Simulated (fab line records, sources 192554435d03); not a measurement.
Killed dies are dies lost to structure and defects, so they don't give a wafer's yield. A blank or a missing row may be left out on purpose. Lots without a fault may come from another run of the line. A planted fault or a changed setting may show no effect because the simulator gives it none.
fab line records | flow n5_finfet
record lots=7 wafers=39
route steps=1938 shown BEOL_M5@1160 BEOL_M9@1405 BEOL_M11@1579 BEOL_M13@1705
start_h: hours from the record's first day to the start of the lot's first wafer shown | wait_h: hours since the lot's step before | " the same as in the row above | L1.1+2: a row that stands for several wafers | - no value, or no start given | * or withheld: withheld | < > ~ a bound
route shown NAME@n: a module of which the file shows steps, and the number in the route of the first | usual: mean/standard deviation of fault-free wafers | same: alike in all rows | chamber/n: place in a boat | sites: the reading at each site | _std_site: their standard deviation | _edge_site: outer sites' mean less inner sites' | radius_mm: how far each site lies from the wafer's centre | mask NAME#n: copy n | behind: the tool/chamber that last shaped the wafer | hold: why the lot was held/for how many hours/how that ended | device: the transistor (n, p or np) that didn't switch | end of line: the same wafers' tests at the end of the route | a step without rows: its recipe alone | killed: dies lost to structure and defects at the first sort, not the wafer's yield | map: a wafer's dies, x killed, . not, _ none there
set.NAME: the setting as run; set.NAME@STEP: as run at that earlier step | model.NAME: the simulator's own value behind a step, which no gauge read
lots whose settings were changed on purpose; a table a step, a row a wafer
## steps
# step N5_BEOL_M5_TRENCH_ETCH_37
# recipe chemistry=C4F6/O2 target_depth_a=716.52 target=SiCOH_lowk time_s=24.7 ion_energy_ev=250 pressure_mtorr=30 source_w=345 bias_w=185 Ar_flow_sccm=300 C4F6_flow_sccm=10 O2_flow_sccm=10
# columns lot.wafer tool chamber start_h wait_h set.time_s model.etch.depth_nm model.BEOL_M5.feature_depth_nm model.TiN_of_BEOL_M5_HM_DEP_02.thk_nm
L078.2 rie_diel-03 2 - - 24.7 69.54 69.6 18.2
L078.3 " 0 " " 24.7 71.02 71 18.2
L078.5 " 1 " " 24.7 71.99 72 18.2
L081.1 rie_diel-06 2 - - 24.7 71.77 71.8 17.8
L081.2 " 1 " " 24.7 70.12 70.2 17.8
L081.3 " 3 " " 24.7 71.12 71.2 17.8
L081.4 " 0 " " 24.7 71.22 71.2 17.6
L081.5 " 0 " " 24.7 71.49 71.4 17.6
L081.6 " 3 " " 24.7 70.92 71 17.8
L085.1 rie_diel-02 1 - - 12.49 35.81 35.8 18.8
L085.2 " 3 " " 24.7 71.23 71.2 17.8
L085.3 " 2 " " 24.7 71.34 71.4 17.8
L085.4 " 0 " " 12.49 36.35 36.4 18.8
L085.5 " 1 " " 12.49 36.12 36.2 18.8
L085.6 " 2 " " 24.7 70.85 70.8 17.8
L089.1 rie_diel-02 3 - - 24.7 71.41 71.4 18.4
L089.2 " 2 " " 19.48 55.59 55.6 18.6
L089.3 " 0 " " 24.7 71.64 71.6 18.2
L089.4 " 1 " " 24.7 70.79 70.8 18.2
L089.5 " 0 " " 19.48 56.04 56 18.6
L089.6 " 1 " " 19.48 55.7 55.6 18.4
L088.1 rie_diel-02 1 - - 24.7 71.1 71.2 17.8
L088.2 " 0 " " 38.32 110.9 110.8 16.8
L088.3 " 3 " " 38.32 111 111 16.8
L088.4 " 2 " " 38.32 110.6 110.6 16.8
L088.5 " 1 " " 24.7 71.95 72 18
L088.6 " 0 " " 24.7 71.51 71.6 17.8
L095.1 rie_diel-02 1 - - 11.59 33.43 33.4 18.8
L095.2 " 2 " " 24.7 71.25 71.2 17.8
L095.3 " 0 " " 11.59 33.81 33.8 19
L095.4 " 3 " " 11.59 33.23 33.2 18.6
L095.5 " 0 " " 24.7 71.12 71.2 17.8
L095.6 " 1 " " 24.7 70.88 70.8 18
L096.1 rie_diel-06 0 - - 12.54 36.99 37 19.2
L096.2 " 3 " " 24.7 71.38 71.4 18.2
L096.3 " 2 " " 24.7 71.82 71.8 18.2
L096.4 " 2 " " 12.54 36.82 36.8 19
L096.5 " 0 " " 12.54 36.74 36.8 19.2
L096.6 " 3 " " 24.7 71.75 71.8 18.2
# step N5_BEOL_M5_ETCH_41
# recipe chemistry=CH3F/O2 target=SiCN target_depth_a=315 taper_deg=2 time_s=56.7 ion_energy_ev=120 mask_material=TiN pressure_mtorr=30 source_w=395 bias_w=75 Ar_flow_sccm=150 CH3F_flow_sccm=30 O2_flow_sccm=20
# step N5_BEOL_M5_STRIP_91
# recipe chemistry=N2/H2 time_s=10 power_w=450 temp_c=40 pressure_mtorr=20 rf_frequency_hz=6e+07 bias_power_w=7 n2_flow_sccm=200 h2_flow_sccm=200
# step N5_BEOL_M5_OCD_MEAS_38
# usual trench_depth_nm=71.6/0.99
# columns lot.wafer tool chamber start_h wait_h set.time_s@BEOL_M5_TRENCH_ETCH_37 trench_depth_nm
L078.2 ocd-02 - 207.31 - 24.7 69.5
L078.3 " - " " 24.7 70.8
L078.5 " - " " 24.7 72.1
L081.1 ocd-02 - 239.27 - 24.7 71.9
L081.2 " - " " 24.7 70.4
L081.3 " - " " 24.7 71.3
L081.4 " - " " 24.7 71.2
L081.5 " - " " 24.7 71.4
L081.6 " - " " 24.7 70.8
L085.1 ocd-02 - 262.28 - 12.49 35.6
L085.2 " - " " 24.7 71.4
L085.3 " - " " 24.7 72.3
L085.4 " - " " 12.49 36.4
L085.5 " - " " 12.49 36.2
L085.6 " - " " 24.7 70.7
L089.1 ocd-01 - 302.75 - 24.7 71.5
L089.2 " - " " 19.48 55.6
L089.3 " - " " 24.7 71.5
L089.4 " - " " 24.7 70.5
L089.5 " - " " 19.48 55.6
L089.6 " - " " 19.48 55.9
L088.1 ocd-02 - 315.79 - 24.7 71.2
L088.2 " - " " 38.32 110.5
L088.3 " - " " 38.32 111.0
L088.4 " - " " 38.32 110.5
L088.5 " - " " 24.7 71.7
L088.6 " - " " 24.7 71.9
L095.1 ocd-01 - 356.32 - 11.59 33.0
L095.2 " - " " 24.7 71.8
L095.3 " - " " 11.59 33.4
L095.4 " - " " 11.59 33.3
L095.5 " - " " 24.7 70.9
L095.6 " - " " 24.7 70.5
L096.1 ocd-02 - 366.08 - 12.54 37.5
L096.2 " - " " 24.7 70.8
L096.3 " - " " 24.7 71.7
L096.4 " - " " 12.54 37.2
L096.5 " - " " 12.54 36.2
L096.6 " - " " 24.7 71.6
# step N5_BEOL_M5_HM_STRIP_39
# recipe chemistry=peroxide_tin_strip material=TiN target_depth_a=250 temp_c=50 time_s=158
# step N5_BEOL_M5_SRD_40
# recipe time_s=30 temp_c=23 rinse_liquid=diw dry=ipa_marangoni
# step N5_BEOL_M5_ECD_50
# recipe material=Cu target_thk_a=3000
# step N5_BEOL_M5_ANNEAL_51
# recipe temp_c=225 time_s=90 ambient=N2
# step N5_BEOL_M5_CMP_52
# recipe stop_on=SiCOH_lowk t_overpolish_s=6.9 down_force_psi=1 platen_rpm=50 clearing_platen_down_force_psi=1.5 clearing_platen_rpm=50 post_cmp_clean=cu_alkaline target_thk_nm=62 clearing_platen_pad_velocity_m_s=0.99484 pad_velocity_m_s=0.99484
# columns lot.wafer tool chamber start_h wait_h set.time_s@BEOL_M5_TRENCH_ETCH_37 model.Cu_of_BEOL_M5_ECD_50.thk_nm
L078.3 cmp-04 2 215.51 0.2 24.7 61.6
L078.2 " 0 " " 24.7 59.4
L078.5 " 3 " " 24.7 60.8
L081.4+1 cmp-03 2,3 246.35 0.3 24.7 62.4
L081.2 " 0 " " 24.7 60.4
L081.3 " 1 " " 24.7 60.8
L081.5 " 2 " " 24.7 62.2
L081.6 " 3 " " 24.7 61.2
L085.4 cmp-03 0 268.48 0.1 12.49 26.4
L085.1+5 " 1,0 " " 12.49 26.2
L085.3 " 2 " " 24.7 62.4
L085.2 " 3 " " 24.7 61.8
L085.6 " 1 " " 24.7 61.4
L089.4 cmp-04 2 308.90 0.1 24.7 60.8
L089.2+6 " 3,2 " " 19.48 45.2
L089.3 " 0 " " 24.7 60.4
L089.1 " 1 " " 24.7 59.8
L089.5 " 3 " " 19.48 45.4
L088.4 cmp-04 0 322.02 0.1 38.32 99.2
L088.3 " 1 " " 38.32 99.6
L088.1 " 2 " " 24.7 61
L088.2 " 3 " " 38.32 100.2
L088.6 " 0 " " 24.7 60.8
L088.5 " 1 " " 24.7 61.6
L095.4+1 cmp-04 1,3 362.70 0.1 11.59 23.8
L095.2+6 " 2 " " 24.7 60.6
L095.3 " 0 " " 11.59 24.2
L095.5 " 1 " " 24.7 61
L096.4 cmp-04 2 372.71 0.1 12.54 26.8
L096.3 " 3 " " 24.7 62.6
L096.2+6 " 0,2 " " 24.7 61.6
L096.1 " 1 " " 12.54 27.4
L096.5 " 3 " " 12.54 28
# step N5_BEOL_M5_THK_MEAS_53
# recipe thk_meas_gauge=xrf reads=Cu_of_BEOL_M5_ECD_50
# usual M5_THK=60.9/1.3
# columns lot.wafer tool chamber start_h wait_h set.time_s@BEOL_M5_TRENCH_ETCH_37 M5_THK[nm]
L078.2 film_metro-01 - 215.81 - 24.7 58.5
L078.3 " - " " 24.7 60.5
L078.5 " - " " 24.7 59.7
L081.1 film_metro-01 - 246.64 - 24.7 62.3
L081.2 " - " " 24.7 60.3
L081.3 " - " " 24.7 60.8
L081.4 " - " " 24.7 62.5
L081.5 " - " " 24.7 62.0
L081.6 " - " " 24.7 61.1
L085.1 film_metro-02 - 268.77 - 12.49 25.9
L085.2 " - " " 24.7 61.0
L085.3 " - " " 24.7 61.2
L085.4 " - " " 12.49 25.9
L085.5 " - " " 12.49 25.8
L085.6 " - " " 24.7 60.5
L089.1 film_metro-01 - 309.19 - 24.7 59.7
L089.2 " - " " 19.48 44.8
L089.3 " - " " 24.7 60.2
L089.4 " - " " 24.7 60.7
L089.5 " - " " 19.48 45.1
L089.6 " - " " 19.48 45.2
L088.1 film_metro-02 - 322.32 - 24.7 59.6
L088.2 " - " " 38.32 97.6
L088.3 " - " " 38.32 97.1
L088.4 " - " " 38.32 96.5
L088.5 " - " " 24.7 60.2
L088.6 " - " " 24.7 59.5
L095.1 film_metro-02 - 363.00 - 11.59 23.4
L095.2 " - " " 24.7 59.4
L095.3 " - " " 11.59 23.7
L095.4 " - " " 11.59 23.3
L095.5 " - " " 24.7 59.7
L095.6 " - " " 24.7 59.4
L096.1 film_metro-01 - 373.01 - 12.54 27.4
L096.2 " - " " 24.7 61.3
L096.3 " - " " 24.7 62.3
L096.4 " - " " 12.54 26.7
L096.5 " - " " 12.54 28.0
L096.6 " - " " 24.7 61.3
# step N5_BEOL_M5_PRE_CLEAN_77
# recipe gas=NH3/H2 time_s=15 temp_c=* rf_power_w=300
# step N5_BEOL_M5_CO_CAP_78
# recipe material=Co target_thk_a=20 temp_c=200 precursor=CCTBA/H2 pressure_torr=30 time_s=102.1
# step N5_BEOL_M5_PRE_CLEAN_55
# recipe gas=NH3 time_s=15 temp_c=withheld rf_power_w=300
# step N5_BEOL_M5_DEP_56
# recipe material=SiCN target_thk_a=80 temp_c=withheld precursor=3MS/NH3 pressure_torr=3 rf_w=202 time_s=14
# step N5_BEOL_M5_RS_MEAS_57
# recipe thk_meas_gauge=four-point-probe reads=Co_of_BEOL_M5_CO_CAP_78+Cu_of_BEOL_M5_ECD_50+Co_of_BEOL_M5_CVD_47+TaN_of_BEOL_M5_ALD_86
# usual M5_RS=0.389/0.01
# columns lot.wafer tool chamber start_h wait_h set.time_s@BEOL_M5_TRENCH_ETCH_37 M5_RS[ohm/sq]
L078.2 film_metro-01 - 216.10 0.1 24.7 0.407
L078.3 " - " " 24.7 0.389
L078.5 " - " " 24.7 0.395
L081.1 film_metro-02 - 246.90 0.0 24.7 0.383
L081.2 " - " " 24.7 0.398
L081.3 " - " " 24.7 0.394
L081.4 " - " " 24.7 0.382
L081.5 " - " " 24.7 0.385
L081.6 " - " " 24.7 0.393
L085.1 film_metro-01 - 269.03 0.0 12.49 1.166
L085.2 " - " " 24.7 0.388
L085.3 " - " " 24.7 0.383
L085.4 " - " " 12.49 1.161
L085.5 " - " " 12.49 1.171
L085.6 " - " " 24.7 0.392
L089.1 film_metro-02 - 309.47 0.0 24.7 0.404
L089.2 " - " " 19.48 0.573
L089.3 " - " " 24.7 0.399
L089.4 " - " " 24.7 0.394
L089.5 " - " " 19.48 0.567
L089.6 " - " " 19.48 0.571
L088.1 film_metro-01 - 322.58 0.0 24.7 0.393
L088.2 " - " " 38.32 0.220
L088.3 " - " " 38.32 0.221
L088.4 " - " " 38.32 0.222
L088.5 " - " " 24.7 0.390
L088.6 " - " " 24.7 0.396
L095.1 film_metro-02 - 363.26 0.0 11.59 1.326
L095.2 " - " " 24.7 0.398
L095.3 " - " " 11.59 1.300
L095.4 " - " " 11.59 1.336
L095.5 " - " " 24.7 0.394
L095.6 " - " " 24.7 0.397
L096.1 film_metro-01 - 373.27 0.0 12.54 1.098
L096.2 " - " " 24.7 0.390
L096.3 " - " " 24.7 0.381
L096.4 " - " " 12.54 1.140
L096.5 " - " " 12.54 1.069
L096.6 " - " " 24.7 0.390
# step N5_BEOL_M9_HM_DEP_02
# recipe material=TiN target_thk_a=200 temp_c=25 chamber_pressure_pa=0.49996
# columns lot.wafer tool chamber start_h wait_h set.target_thk_a model.TiN_of_BEOL_M9_HM_DEP_02.thk_nm
L078.2 pvd_sputter-03 - 254.22 2.0 200 20
L078.3+5 " - " " 200 19.8
L081.1+3 pvd_sputter-03 - 271.02 0.1 123.1 12
L081.2 " - " " 200 19.8
L081.4 " - " " 200 19.4
L081.5 " - " " 123.1 11.8
L081.6 " - " " 200 19.6
L085.1 pvd_sputter-02 - 293.59 0.5 240.5 24
L085.2+6 " - " " 240.5 23.8
L085.3+4+5 " - " " 200 20
L089.1+3+4 pvd_sputter-02 - 341.37 2.7 200 20.2
L089.2 " - " " 200 19.8
L089.5+6 " - " " 200 20
L088.1+3 pvd_sputter-02 - 347.58 0.6 200 20.4
L088.2+4+5 " - " " 200 20.2
L088.6 " - " " 200 20
L095.1+5+6 pvd_sputter-03 - 391.49 0.9 200 20
L095.2+3 " - " " 153.1 15.4
L095.4 " - " " 153.1 15
L096.1+3 pvd_sputter-03 - 403.73 0.3 265.5 26.4
L096.2 " - " " 265.5 26.6
L096.4+5 " - " " 200 20.2
L096.6 " - " " 200 20
# step N5_BEOL_M9_COAT_59
# recipe resist=SOC temp_c=250 time_s=60 spin_rpm=1500 resist_thk_nm=100
# step N5_BEOL_M9_COAT_60
# recipe resist=SiARC temp_c=220 time_s=60 spin_rpm=1500 resist_thk_nm=30
# step N5_BEOL_M9_STRIP_68
# recipe chemistry=N2/H2 temp_c=40 n2_flow_sccm=200 h2_flow_sccm=200 rf_frequency_hz=6e+07
# step N5_BEOL_M9_STRIP_67
# recipe chemistry=CF4 resist=SiARC power_w=300 bias_power_w=75 pressure_mtorr=50 cf4_flow_sccm=150 rf_frequency_hz=6e+07
# step N5_BEOL_M9_HM_OPEN_17
# recipe chemistry=Cl2/BCl3 target_depth_a=200 overetch_a=60 target=TiN mask_material=SOC ion_energy_ev=150 pressure_mtorr=10 icp_w=1000 bias_w=126 Cl2_flow_sccm=53.25 bcl3_flow_sccm=21.75 Ar_flow_sccm=25
# columns lot.wafer tool chamber start_h wait_h set.target_thk_a@BEOL_M9_HM_DEP_02 model.etch.depth_nm
L078.2 rie_metal-02 1 254.96 0.0 200 19.96
L078.3 " 1 " " 200 19.87
L078.5 " 0 " " 200 19.89
L081.1 rie_metal-01 0 271.89 0.0 123.1 11.98
L081.2 " 1 " " 200 19.82
L081.3 " 0 " " 123.1 11.9
L081.4 " 1 " " 200 19.49
L081.5 " 1 " " 123.1 11.81
L081.6 " 0 " " 200 19.62
L085.1 rie_metal-02 1 294.32 0.0 240.5 23.98
L085.2 " 0 " " 240.5 23.78
L085.3 " 1 " " 200 20.09
L085.4 " 0 " " 200 20.1
L085.5 " 1 " " 200 19.97
L085.6 " 0 " " 240.5 23.87
L089.1+3 rie_metal-01 0,1 342.22 0.0 200 20.21
L089.2 " 1 " " 200 19.89
L089.4 " 0 " " 200 20.22
L089.5 " 0 " " 200 20.05
L089.6 " 1 " " 200 19.92
L088.1 rie_metal-01 0 348.44 0.0 200 20.31
L088.2 " 1 " " 200 20.24
L088.3 " 0 " " 200 20.38
L088.4 " 1 " " 200 20.14
L088.5 " 1 " " 200 20.18
L088.6 " 0 " " 200 19.97
L095.1 rie_metal-03 0 392.78 0.0 200 20.03
L095.2+3 " 1 " " 153.1 15.34
L095.4 " 0 " " 153.1 15.06
L095.5+6 " 1,0 " " 200 19.98
L096.1 rie_metal-03 0 404.59 0.0 265.5 26.34
L096.2 " 1 " " 265.5 25.92
L096.3 " 1 " " 265.5 25.88
L096.4 " 0 " " 200 20.11
L096.5 " 0 " " 200 20.1
L096.6 " 1 " " 200 19.96
# step N5_BEOL_M11_ETCH_41
# recipe chemistry=CH3F/O2 target=SiCN target_depth_a=426 taper_deg=2 time_s=86 ion_energy_ev=120 mask_material=TiN pressure_mtorr=30 source_w=395 bias_w=75 Ar_flow_sccm=150 CH3F_flow_sccm=30 O2_flow_sccm=20
# columns lot.wafer tool chamber start_h wait_h set.time_s model.etch.depth_nm
L078.2 rie_diel-02 1 - - 86 32.19
L078.3 " 3 " " 86 32.24
L078.5 " 2 " " 86 32.51
L081.1 rie_diel-03 3 - - 86 32.93
L081.2 " 2 " " 131.8 50.34
L081.3+6 " 0 " " 131.8 49.26
L081.4 " 2 " " 86 33.09
L081.5 " 3 " " 86 32.4
L085.1 rie_diel-03 1 - - 48.23 18.75
L085.2 " 3 " " 86 32.43
L085.3 " 2 " " 86 32.79
L085.4 " 0 " " 48.23 17.87
L085.5 " 3 " " 86 32.18
L085.6 " 0 " " 48.23 17.95
L089.1 rie_diel-03 0 - - 86 31.9
L089.2 " 1 " " 86 33.2
L089.3 " 2 " " 54.35 20.63
L089.4 " 3 " " 54.35 20.32
L089.5 " 2 " " 86 32.5
L089.6 " 3 " " 54.35 20.3
L088.1 rie_diel-02 3 - - 86 32.38
L088.2 " 1 " " 59.91 22.49
L088.3 " 0 " " 86 32.43
L088.4 " 2 " " 86 32.62
L088.5 " 1 " " 59.91 22.43
L088.6 " 0 " " 59.91 22.67
L095.1 rie_diel-02 3 - - 119.2 44.75
L095.2 " 0 " " 119.2 44.89
L095.3+6 " 2 " " 86 32.11
L095.4 " 1 " " 86 31.99
L095.5 " 1 " " 119.2 44.88
L096.1 rie_diel-02 1 - - 86 32.35
L096.2 " 0 " " 103.6 39.26
L096.3 " 2 " " 86 32.16
L096.4 " 3 " " 103.6 38.52
L096.5 " 3 " " 103.6 38.5
L096.6 " 0 " " 86 32.48
# step N5_BEOL_M13_SPUTTER_43
# recipe material=TaN target_thk_a=150 temp_c=50 bias_v=168.6 power_w=15000 chamber_pressure_pa=0.12 time_s=24.19
# columns lot.wafer tool chamber start_h wait_h set.time_s model.TaN_of_BEOL_M13_SPUTTER_43.thk_nm
L078.2 pvd_sputter-02 - 290.41 0.0 24.19 14.8
L078.3+5 " - " " 24.19 15
L081.1+4 pvd_sputter-01 - 299.96 0.0 24.19 14.8
L081.2+5+6 " - " " 34.94 21.4
L081.3 " - " " 24.19 15
L085.1 pvd_sputter-01 - 326.46 0.0 24.19 15.4
L085.2+5 " - " " 13.96 8.8
L085.3 " - " " 24.19 15
L085.4 " - " " 24.19 15.2
L085.6 " - " " 13.96 9
L089.1+5+6 pvd_sputter-02 - 369.92 0.0 13.48 8.4
L089.2+4 " - " " 24.19 15.2
L089.3 " - " " 24.19 15
L088.1+6 pvd_sputter-01 - 379.27 0.0 13.76 8.4
L088.2 " - " " 24.19 14.8
L088.3 " - " " 13.76 8.6
L088.4 " - " " 24.19 15.2
L088.5 " - " " 24.19 15
L095.1+4 pvd_sputter-01 - 424.62 0.0 11.66 7.2
L095.2 " - " " 24.19 14.8
L095.3+6 " - " " 24.19 15
L095.5 " - " " 11.66 7
L096.1+5 pvd_sputter-02 - 442.29 0.0 18.87 11.4
L096.2+4+6 " - " " 24.19 14.6
L096.3 " - " " 18.87 11.6
# step N5_BEOL_M13_SPUTTER_44
# recipe material=Ta target_thk_a=100 temp_c=50 bias_v=80 power_w=15000 chamber_pressure_pa=0.07 time_s=16.13
# step N5_BEOL_M13_SPUTTER_45
# recipe material=Cu target_thk_a=800 temp_c=-20 bias_v=60 power_w=26000 chamber_pressure_pa=0.13 time_s=13.33
# step N5_BEOL_M13_ECD_47
# recipe material=Cu target_thk_a=9360
# step N5_BEOL_M13_ANNEAL_48
# recipe temp_c=225 time_s=90 ambient=N2
# step N5_BEOL_M13_CMP_49
# recipe stop_on=SiOC t_overpolish_s=17.1 down_force_psi=1 platen_rpm=50 clearing_platen_down_force_psi=1.5 clearing_platen_rpm=50 post_cmp_clean=cu_alkaline target_thk_nm=420 clearing_platen_pad_velocity_m_s=0.99484 pad_velocity_m_s=0.99484
# usual barrier_field_endpoint_s=30.2/0.73
# columns lot.wafer tool chamber start_h wait_h set.time_s@BEOL_M13_SPUTTER_43 barrier_field_endpoint_s
L078.3 cmp-04 1 291.15 0.2 24.19 29.1
L078.2 " 2 " " 24.19 29.6
L078.5 " 1 " " 24.19 29.9
L081.4 cmp-03 2 300.71 0.1 24.19 31.4
L081.2 " 3 " " 34.94 38.9
L081.1 " 0 " " 24.19 31.0
L081.3 " 1 " " 24.19 30.8
L081.6 " 2 " " 34.94 39.4
L081.5 " 3 " " 34.94 39.6
L085.1 cmp-03 3 327.47 0.3 24.19 31.5
L085.4 " 0 " " 24.19 31.8
L085.3 " 1 " " 24.19 30.6
L085.2 " 2 " " 13.96 23.7
L085.5 " 3 " " 13.96 23.1
L085.6 " 0 " " 13.96 23.7
L089.3 cmp-01 2 370.66 0.2 24.19 29.7
L089.1 " 3 " " 13.48 21.9
L089.4 " 0 " " 24.19 30.7
L089.2 " 1 " " 24.19 30.1
L089.6 " 2 " " 13.48 21.8
L089.5 " 3 " " 13.48 22.3
L088.3 cmp-04 2 380.19 0.2 13.76 22.4
L088.2 " 3 " " 24.19 30.4
L088.4 " 0 " " 24.19 30.8
L088.1 " 1 " " 13.76 22.8
L088.6 " 2 " " 13.76 23.3
L088.5 " 3 " " 24.19 30.9
L095.4 cmp-01 3 425.36 0.1 11.66 21.8
L095.3 " 0 " " 24.19 30.9
L095.2 " 1 " " 24.19 30.8
L095.1 " 2 " " 11.66 21.2
L095.5 " 3 " " 11.66 20.8
L095.6 " 0 " " 24.19 30.1
L096.4 cmp-04 0 443.02 0.1 24.19 29.7
L096.3 " 1 " " 18.87 26.2
L096.1 " 2 " " 18.87 25.8
L096.2 " 3 " " 24.19 29.3
L096.5 " 0 " " 18.87 25.7
L096.6 " 1 " " 24.19 30.4
## key
split step=N5_BEOL_M5_TRENCH_ETCH_37 setting=time_s stated=24.7 by=wafer
response step=N5_BEOL_M5_TRENCH_ETCH_37 reading=model.etch.depth_nm change=+0.71 per=1% r=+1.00
response step=N5_BEOL_M5_TRENCH_ETCH_37 reading=model.BEOL_M5.feature_depth_nm change=+0.71 per=1% r=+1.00
response step=N5_BEOL_M5_TRENCH_ETCH_37 reading=model.TiN_of_BEOL_M5_HM_DEP_02.thk_nm change=-0.0187 per=1% r=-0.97
response step=N5_BEOL_M5_OCD_MEAS_38 reading=trench_depth_nm change=+0.71 per=1% r=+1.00
response step=N5_BEOL_M5_CMP_52 reading=model.Cu_of_BEOL_M5_ECD_50.thk_nm change=+0.703 per=1% r=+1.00
response step=N5_BEOL_M5_THK_MEAS_53 reading=M5_THK change=+0.69 per=1% r=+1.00
response step=N5_BEOL_M5_RS_MEAS_57 reading=M5_RS shape=bent at_lowest=1.321 at_stated=0.392 at_highest=0.221
split step=N5_BEOL_M9_HM_DEP_02 setting=target_thk_a stated=200 by=wafer
response step=N5_BEOL_M9_HM_DEP_02 reading=model.TiN_of_BEOL_M9_HM_DEP_02.thk_nm change=+0.197 per=1% r=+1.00
response step=N5_BEOL_M9_HM_OPEN_17 reading=model.etch.depth_nm change=+0.194 per=1% r=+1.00
split step=N5_BEOL_M11_ETCH_41 setting=time_s stated=86 by=wafer
response step=N5_BEOL_M11_ETCH_41 reading=model.etch.depth_nm change=+0.323 per=1% r=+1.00
split step=N5_BEOL_M13_SPUTTER_43 setting=time_s stated=24.19 by=wafer
response step=N5_BEOL_M13_SPUTTER_43 reading=model.TaN_of_BEOL_M13_SPUTTER_43.thk_nm change=+0.15 per=1% r=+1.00
response step=N5_BEOL_M13_CMP_49 reading=barrier_field_endpoint_s change=+0.183 per=1% r=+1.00
